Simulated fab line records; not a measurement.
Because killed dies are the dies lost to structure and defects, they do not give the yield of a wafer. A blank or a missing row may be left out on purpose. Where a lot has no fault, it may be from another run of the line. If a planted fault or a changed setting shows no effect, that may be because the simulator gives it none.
2 desks looking at one fault | flow nandHarc | what lay behind the numbers comes last; until then each desk has only its own

## AT THE METROLOGY DESK
What the gauges read for every lot (on any tool): the sampled wafers with a number, averaged. The brackets show how far a lot's mean lies from the usual mean; more than 4 standard deviations puts the lot out of limits, marked OUT.
Columns: A = overlayXNm at NHARC_A_SLIT_OVL_MEAS_10, usual -0.1 nm; B = overlayYNm at NHARC_A_SLIT_OVL_MEAS_10, usual 0.3 nm
lot  | first seen here | A    | B
L568 | day 19 16:23    | -0.7 | 0.5
L569 | day 19 16:34    | 0.9  | 2.1
L571 | day 21 00:14    | 0.0  | 0.1
L572 | day 21 14:38    | -0.1 | 0.2
L575 | day 22 05:52    | -0.3 | 0.8
L574 | day 22 06:19    | -1.1 | 1.0
L584 | day 26 03:56    | -2.4 | -0.6
L586 | day 28 00:08    | -0.6 | 0.3
L589 | day 28 09:55    | 0.9  | 0.1
L591 | day 29 10:14    | 0.3  | -0.6
L590 | day 29 10:32    | -0.2 | -0.3
This desk's finding: nothing out of limits on any of the 11 lots.

## DESK OF THE TOOL OWNER: rieDiel-13
The tool's own readings at NHARC_A_SLIT_ETCH_15 (etches the open film in O2/COS, target depth 6200 nm, time 1612 s): means of the sampled wafers that have a number, for each lot that ran on this tool. The brackets show how far a lot's mean lies from the usual mean; more than 4 standard deviations puts the lot out of limits, marked OUT. Readings shown: 7 out of 8 (the first out of limits, and those lying furthest out on some lot).
Columns: A = biasW at NHARC_A_SLIT_ETCH_15, usual 299.9 W; B = drypumpMotorCurrentA at NHARC_A_SLIT_ETCH_15, usual 5.7 A; C = mfcArSccm at NHARC_A_SLIT_ETCH_15, usual 0.006 sccm; D = oesProductAu at NHARC_A_SLIT_ETCH_15, usual 1.000 a.u.; E = rfVppV at NHARC_A_SLIT_ETCH_15, usual 314.2 V; F = runLengthS at NHARC_A_SLIT_ETCH_15, usual 1633.4 s; G = throttleValvePct at NHARC_A_SLIT_ETCH_15, usual 28.330 %
lot  | first seen here | A     | B   | C     | D     | E     | F                        | G
L569 | day 19 17:26    | 300.8 | 5.7 | 0.009 | 0.998 | 314.4 | 1633.3                   | 28.331
L571 | day 21 00:30    | 299.8 | 5.6 | 0.003 | 0.993 | 314.4 | 1633.0                   | 28.326
L575 | day 22 06:08    | 299.6 | 5.9 | 0.014 | 0.999 | 314.4 | 1633.4                   | 28.339
L584 | day 26 04:19    | 299.8 | 5.7 | 0.009 | 0.999 | 314.6 | 1686.0 (+99 or more) OUT | 28.333
L591 | day 29 10:30    | 299.4 | 5.7 | 0.009 | 1.001 | 313.5 | 1633.5                   | 28.329
This desk's verdict: out of limits on L584, starting with L584 at day 26 04:19 (runLengthS at NHARC_A_SLIT_ETCH_15). In limits: L569, L571, L575, L591.

## BROUGHT TOGETHER
The tool owner's desk had the chance to raise an alarm at day 26 04:19 on L584.
At the metrology desk, nothing out of limits was observed.
The metrology desk holds a record of L584, inside its limits.
On rieDiel-13, each named lot ran NHARC_A_SLIT_ETCH_15.

## WHAT THE SIMULATOR PUT IN
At NHARC_A_SLIT_ETCH_15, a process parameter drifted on rieDiel-13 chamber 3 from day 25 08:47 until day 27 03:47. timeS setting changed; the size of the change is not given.
Struck lots among those shown: L584.
Each desk's first reading out of limits, in hours after the fault started: the tool owner's desk, 20.
